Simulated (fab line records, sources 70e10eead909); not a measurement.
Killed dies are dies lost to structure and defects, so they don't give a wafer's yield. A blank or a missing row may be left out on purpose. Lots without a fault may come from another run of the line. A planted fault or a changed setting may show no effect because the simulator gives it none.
Which tool did it? | flow nand_harc | 6 lots, 18 wafers sampled, at 3 steps of a route of 1302

WHAT THE GAUGES READ, wafer by wafer
NHARC_A_ONON_D2_THK_MEAS_30: measures by ellipsometry.
lot  | measured     | on            | thk_nm (nm)
L615 | day 13 05:00 | film_metro-02 | 992 991 992
L624 | day 16 18:13 | film_metro-01 | 887 887 885
L628 | day 18 18:39 | film_metro-01 | 1009 1010 1008
L630 | day 19 18:27 | film_metro-02 | 1005 1007 1004
L634 | day 21 13:34 | film_metro-02 | 995 996 993
L636 | day 21 17:14 | film_metro-02 | 995 995 995

WHICH TOOL RAN EACH LOT (tool, then ch and the chambers of the sampled wafers, then the start)
lot  | NHARC_A_CHANNEL_FILL_D1_ETCHBACK_08           | NHARC_A_ONON_D2_DEP_28
L615 | rie_diel-08 ch 0,1,2, day 12 17:40 or earlier | pecvd_onon-03 ch 0, day 13 04:37
L624 | rie_diel-06 ch 1,3, day 16 06:53 or earlier   | pecvd_onon-04 ch 0, day 16 17:46
L628 | rie_diel-07 ch 0,1, day 18 06:44 or earlier   | pecvd_onon-03 ch 0, day 18 18:12
L630 | rie_diel-06 ch 0,1,2, day 19 07:05 or earlier | pecvd_onon-03 ch 0, day 19 17:56
L634 | rie_diel-07 ch 0,2,3, day 21 01:31 or earlier | pecvd_onon-01 ch 0, day 21 13:04
L636 | rie_diel-06 ch 0,1, day 21 05:53 or earlier   | pecvd_onon-03 ch 0, day 21 16:50
- NHARC_A_CHANNEL_FILL_D1_ETCHBACK_08: etches the open film in C4F8, target depth 220 nm, time 110 s.
- NHARC_A_ONON_D2_DEP_28: target thk 1000 nm.

THE ANSWER, worked out from the rows above alone
Rule: what is usual is taken from the lots themselves. Put in order of their means at a reading, lots are off if they are a third of the lots or fewer, leave a main group of 4 or more, and stand apart from it by a gap of 3 or more times the standard deviation of the main group's means; of several such gaps the widest counts. A main group whose means are all the same, to the digits that the tables above print for the reading, isn't used. A lot without any number at a reading at which 4 lots or more have one is off too. The other lots that the step has rows for count as sound.
Off: L624, at NHARC_A_ONON_D2_THK_MEAS_30 (thk_nm). The main group: mean 999 nm, standard deviation 6.8.
A tool fits if, at a process step before that reading, it ran every lot that is off, and no sound lot after the first of them. The gauges at NHARC_A_ONON_D2_THK_MEAS_30 are tried like those tools. NHARC_A_CHANNEL_FILL_D1_ETCHBACK_08 gives no start for some lots, so the hours and the order of its lots are those of NHARC_A_ONON_D2_THK_MEAS_05. One fits: pecvd_onon-04 at NHARC_A_ONON_D2_DEP_28. It ran no sound lot before its first lot that is off in this sample, so the start can't be narrowed down.

WHAT THE SIMULATOR HAD PUT IN
Process parameter drift: pecvd_onon-04, from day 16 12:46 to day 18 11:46, at NHARC_A_ONON_D2_DEP_28. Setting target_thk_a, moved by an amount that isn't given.
Lots struck among those shown: L624. The rule above found the same.
